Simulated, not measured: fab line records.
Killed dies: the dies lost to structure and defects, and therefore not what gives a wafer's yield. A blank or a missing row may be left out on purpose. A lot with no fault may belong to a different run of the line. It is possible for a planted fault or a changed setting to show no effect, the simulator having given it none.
Struck lot and sound lot, side by side | flow nandHarc | 14 out of 1302 route steps
Sound: these wafers, L920.3, L920.4, L920.5. Struck: wafer L924.6 (L924.1, L924.4, from the same lot, were not struck and are left out); the cause is given at the end.
Order at every step that has rows: each side's tool, ch and its chambers, its first start. Under that, the readings that differ: sound wafers | struck wafers | difference of the means | sigmas: that difference in standard deviations of wafers without a fault.
alike: same words and numbers on both sides, and readings whose means sit less than 2 such deviations apart. not compared: any withheld reading, any reading some wafer has no value for, any bound like >300 that may hide the same value, and any number with overlapping values for which the record gives no deviation.
A row with sigmas, a row that says differs or no value, or rows on one side alone: a step with any of these is where the two part. Numbers that don't overlap but have no deviation are shown without sigmas and don't part them. A reading missing from all wafers of one side parts the sides only when that side holds two or more wafers.

first, 6 steps without rows for these wafers: NHARC_A_DECK1_JOINT_CVD_34 (deposits SiNx, target thk 20 nm); NHARC_A_DECK1_JOINT_DEP_06 (deposits SiOx, target thk 80 nm); NHARC_A_DECK1_JOINT_CURE_26 (time 32 s); NHARC_A_DECK1_JOINT_ANNEAL_27 (time 3600 s); NHARC_A_DECK1_JOINT_ANNEAL_28 (time 1800 s); NHARC_A_DECK1_JOINT_ANNEAL_29 (time 1800 s).
NHARC_A_DECK1_JOINT_CMP_02: polishes SiOx.
  sound on cmp-03 ch 0,1,3, day 15 21:58; struck on cmp-03 ch 2, day 18 12:52
  alike: motorCurrentA, slurryFlowMlMin
following that, these wafers have no rows for 1 step: NHARC_A_DECK1_JOINT_SRD_15.
NHARC_A_DECK1_JOINT_DEP_16: deposits SiO2, target thk 45 nm.
  sound on pecvd-03 ch 1,2, day 15 22:20; struck on pecvd-04 ch 2, day 18 13:16
  alike: heaterPowerW, throttleValvePct
NHARC_A_DECK1_JOINT_THK_MEAS_17: measures by ellipsometry.
  sound: filmMetro-01 at day 15 22:35; struck: filmMetro-01 at day 18 13:32
  alike: thkNm
NHARC_A_DECK1_JOINT_INSPECT_05:
  sound: defectInspect-01 at day 15 22:37; struck: defectInspect-01 at day 18 13:35
  alike: rawDefectCount
NHARC_A_ONON_D2_DEP_00: target thk 1000 nm.
  sound on pecvdOnon-02 ch 0, day 15 22:55; struck on pecvdOnon-02 ch 0, day 18 13:38
  alike: n2oFlowSccm
NHARC_A_ONON_D2_THK_MEAS_02: measures by ellipsometry.
  sound: filmMetro-01 at day 15 23:19; struck: filmMetro-01 at day 18 14:09
reading    | sound          | struck | difference | sigmas
thkNm (nm) | 1001 1001 1000 | 1280   | +279       | +21
after that, 1 step with no rows for these wafers: NHARC_A_ONON_D2_DEP_03 (target thk 1000 nm).

WHERE THEY PART
At NHARC_A_ONON_D2_THK_MEAS_02 and nowhere else, as far as this record goes.

WHY: what had been put in by the simulator
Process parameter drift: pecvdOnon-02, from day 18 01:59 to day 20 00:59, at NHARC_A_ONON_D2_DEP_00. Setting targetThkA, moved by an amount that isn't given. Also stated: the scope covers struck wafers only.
